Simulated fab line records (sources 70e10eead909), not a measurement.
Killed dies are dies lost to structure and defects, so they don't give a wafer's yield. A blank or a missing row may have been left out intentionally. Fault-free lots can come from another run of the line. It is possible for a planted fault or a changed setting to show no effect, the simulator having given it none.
Struck lot and sound lot, side by side	flow nandHarc	19 steps out of a route of 1302
Sound: these wafers, L125.1, L125.5, L125.6. Wafers L133.1, L133.3, L133.5 were the ones struck. The cause comes at the end.
For every step that has rows: the tool of each side, followed by ch and its chambers, followed by its first start. Under that, the readings that differ: sound wafers	struck wafers	difference of the means	sigmas: that difference in standard deviations of wafers without a fault.
alike: words and numbers the same on both sides, and readings whose means are apart by under 2 such deviations; not compared: readings that were withheld, readings missing a value for some wafer, numbers with overlapping values and no deviation given by the record, and bounds like >300 which may hide the same value.
The two part at a step that has a row with sigmas, a row that says differs or no value, or rows on one side only. Numbers that don't overlap but have no deviation are shown without sigmas and don't part them. Lack of a reading on every wafer of one side parts them only where that side has two or more wafers.

NHARC_P_ZERO_WELL_CD_MEAS_37 targets a cd of 720 nm.
  sound on cdSem-02 ch 0, day 3 16:07; struck on cdSem-03 ch 0, day 7 00:57
  alike: cdNm
then, 1 step without rows for these wafers: NHARC_P_ZERO_WELL_HARDBAKE_38 (time 80 s).
NHARC_P_ZERO_WELL_DESCUM_39: chemistry O2, time 3 s.
  sound on rieDiel-12 ch 1,2, day 3 16:17; struck on rieDiel-12 ch 0,3, day 7 01:07
reading	sound	struck	difference	sigmas
oesProductAu (a.u.)	0.987 0.985 0.987	1.004 1.004 1.013	+0.021	+2
  alike: drypumpMotorCurrentA, rfVppV, showerheadPlenumPTorr, throttleValvePct
  not compared: rfHoursCounterH
then, 9 steps without rows for these wafers: NHARC_P_ZERO_WELL_IMPLANT_40; NHARC_P_ZERO_WELL_IMPLANT_59; NHARC_P_ZERO_WELL_IMPLANT_60; NHARC_P_ZERO_WELL_STRIP_41 (strips in SPM, time 840 s); NHARC_P_ZERO_WELL_DEHYDRATE_44 (time 120 s); NHARC_P_ZERO_WELL_HMDS_45 (time 30 s); NHARC_P_ZERO_WELL_COAT_46; NHARC_P_ZERO_WELL_SOFTBAKE_47 (time 95 s); NHARC_P_ZERO_WELL_EBR_48.
NHARC_P_ZERO_WELL_EXPOSE_49: exposes mask P HVPW, target cd 2000 nm.
  sound on krfScanner-02 ch 0, day 3 17:28; struck on krfScanner-02 ch 0, day 7 02:26
reading	sound	struck	difference	sigmas
mask	P_HVPW#0 P_HVPW#0 P_HVPW#0	P_HVPW_R1#0 P_HVPW_R1#0 P_HVPW_R1#0	differs	
  alike: exposureDoseMJCm2
then, 2 steps without rows for these wafers: NHARC_P_ZERO_WELL_PEB_50 (peb time 85 s); NHARC_P_ZERO_WELL_DEVELOP_51 (time 70 s).
NHARC_P_ZERO_WELL_CD_MEAS_52 targets a cd of 2000 nm.
  sound on cdSem-01 ch 0, day 3 17:38; struck on cdSem-02 ch 0, day 7 02:37
reading	sound	struck	difference	sigmas
cdNm (nm)	2001.9 2000.8 1999.0	1629.0 1628.1 1628.2	-372.1	-99 or more
then, 1 step without rows for these wafers: NHARC_P_ZERO_WELL_HARDBAKE_53 (time 80 s).
NHARC_P_ZERO_WELL_DESCUM_54: chemistry O2, time 3 s.
  sound on rieDiel-12 ch 2,3, day 3 17:48; struck on rieDiel-10 ch 1,2, day 7 02:46
reading	sound	struck	difference	sigmas
model.P_ZERO_WELL.cdNm (nm)	2001 2000 1999	1629 1628 1628	-372	
  alike: drypumpMotorCurrentA, oesProductAu, rfVppV, showerheadPlenumPTorr, throttleValvePct
  not compared: rfHoursCounterH
following that, these wafers have no rows for 1 step: NHARC_P_ZERO_WELL_IMPLANT_55.

## WHERE THEY PART
At NHARC_P_ZERO_WELL_DESCUM_39 first; at NHARC_P_ZERO_WELL_CD_MEAS_52 last (within this record only). Later steps at which nothing parts them and some readings are alike: NHARC_P_ZERO_WELL_DESCUM_54.

WHY: what the simulator had put in
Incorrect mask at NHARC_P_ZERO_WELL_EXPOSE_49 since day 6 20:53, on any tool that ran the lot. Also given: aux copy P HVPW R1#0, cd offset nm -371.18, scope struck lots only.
